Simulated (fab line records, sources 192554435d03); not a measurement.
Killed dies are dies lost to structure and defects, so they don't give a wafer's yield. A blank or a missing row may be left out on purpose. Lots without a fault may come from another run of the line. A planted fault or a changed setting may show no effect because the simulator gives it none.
Chamber matching | flow n5_finfet | N5_BEOL_M15_ILD_DEP_00 on pecvd-03: 3 sister chambers
The step deposits SiO2 from TEOS/O2, target thk 1629.3 nm, time 346.1 s. 6 wafers are shown with their chamber, then 9 later ones without.

WAFERS WITH THEIR CHAMBER
wafer  | chamber | heater_power_w (W) | showerhead_plenum_p_Torr (Torr)
L084.6 | 0       | 497                | 8.31
L088.1 | 1       | 479                | 8.32
L088.6 | 2       | 772                | 8.33
L087.1 | 0       | 548                | 8.30
L087.2 | 1       | 486                | 8.31
L087.5 | 2       | 620                | 8.36

WAFERS WITHOUT THEIR CHAMBER
wafer  | heater_power_w (W) | showerhead_plenum_p_Torr (Torr)
L090.4 | 435                | 8.32
L090.5 | 793                | 8.36
L090.6 | 668                | 8.31
L094.1 | 575                | 8.34
L094.2 | 758                | 8.33
L094.6 | 629                | 8.36
L096.1 | 723                | 8.34
L096.2 | 649                | 8.32
L096.4 | 785                | 8.34

WHICH CHAMBER EACH WENT THROUGH
wafer  | from the rows above          | in truth
L090.4 | can't be placed: 1 or 0      | 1
L090.5 | 2                            | 2
L090.6 | can't be placed: 0 or 2 or 1 | 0
L094.1 | can't be placed: 2 or 1 or 0 | 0
L094.2 | 2                            | 2
L094.6 | 2                            | 2
L096.1 | 2                            | 2
L096.2 | can't be placed: 2 or 0 or 1 | 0
L096.4 | 2                            | 2
Placed correctly: 5 of 9. Can't be placed from these rows: 4 (the true chamber is among the candidates in 4). Placed wrongly: 0.
How it was worked out, from the rows above alone: a wafer's distance from a chamber is the root of the sum, over the readings, of the square of ((its reading less the chamber's mean) divided by the reading's scatter). The wafer belongs to the nearest chamber; if the next one is less than 2 further off, it can't be placed. A chamber's mean is the mean of its shown wafers. The scatter: the root of (the sum of the squares of (reading less its chamber's mean) over the shown wafers, divided by (wafers less chambers)).
